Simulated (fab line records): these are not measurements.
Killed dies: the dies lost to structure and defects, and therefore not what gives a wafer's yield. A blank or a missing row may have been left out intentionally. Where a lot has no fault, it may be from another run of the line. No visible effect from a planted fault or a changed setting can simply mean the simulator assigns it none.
Chamber matching    flow n5_finfet    N5_BEOL_M9_PECVD_70 on pecvd-04: 3 sister chambers
The step deposits SiO2 from TEOS/O2, target thk 20 nm, time 22.7 s. 18 wafers are shown with their chamber, then 9 later ones without.

== WAFERS PAIRED WITH THEIR CHAMBERS ==
wafer   chamber  throttle_valve_pct (%)  showerhead_plenum_p_Torr (Torr)  heater_power_w (W)
L075.1  1        24.9                    8.85                             840
L075.2  0        23.2                    8.80                             922
L075.3  0        23.2                    8.81                             928
L075.4  1        24.8                    8.82                             843
L075.5  1        25.0                    8.84                             817
L075.6  0        23.2                    8.80                             903
L078.1  2        20.9                    8.73                             846
L078.2  0        23.1                    8.78                             926
L078.3  1        25.1                    8.82                             927
L078.4  1        25.2                    8.82                             966
L078.5  0        23.7                    8.78                             959
L078.6  2        21.1                    8.72                             851
L080.2  1        25.0                    8.84                             975
L080.3  2        21.2                    8.73                             891
L080.6  0        23.6                    8.78                             831
L081.3  0        23.2                    8.80                             886
L081.5  0        23.3                    8.78                             895
L081.6  1        25.3                    8.82                             893

SIGNATURES, as means of the wafers listed above
reading                   chamber 0  chamber 1  chamber 2  scatter within a chamber
throttle_valve_pct        23.312     25.043     21.067     0.192
showerhead_plenum_p_Torr  8.7912     8.8300     8.7267     0.012
heater_power_w            906.25     894.43     862.67     48.7
Rule: distance of a wafer from a chamber = root of the sum over the readings of ((wafer's reading minus chamber's mean) / reading's scatter) squared. The wafer belongs to the nearest chamber; if the next one is less than 2 further off, it can't be placed. The scatter is the square root of a quotient: the sum, over the shown wafers, of each reading's squared deviation from its chamber's mean, divided by wafers minus chambers.

== WAFERS WITH NO CHAMBER GIVEN ==
wafer   throttle_valve_pct (%)  showerhead_plenum_p_Torr (Torr)  heater_power_w (W)
L086.1  23.3                    8.79                             890
L086.3  21.3                    8.73                             870
L086.5  21.3                    8.72                             858
L089.4  23.6                    8.80                             891
L089.5  21.3                    8.73                             911
L089.6  24.8                    8.83                             916
L092.2  21.4                    8.73                             777
L092.3  24.9                    8.85                             842
L092.6  21.5                    8.75                             766

== WHICH CHAMBER EACH WENT THROUGH ==
wafer   from the rows above  in truth
L086.1  0                    0
L086.3  2                    2
L086.5  2                    2
L089.4  0                    0
L089.5  2                    2
L089.6  1                    1
L092.2  2                    2
L092.3  1                    1
L092.6  2                    2
Correctly placed: 9 of 9. Number that these rows cannot place: 0. Wrongly placed: 0.
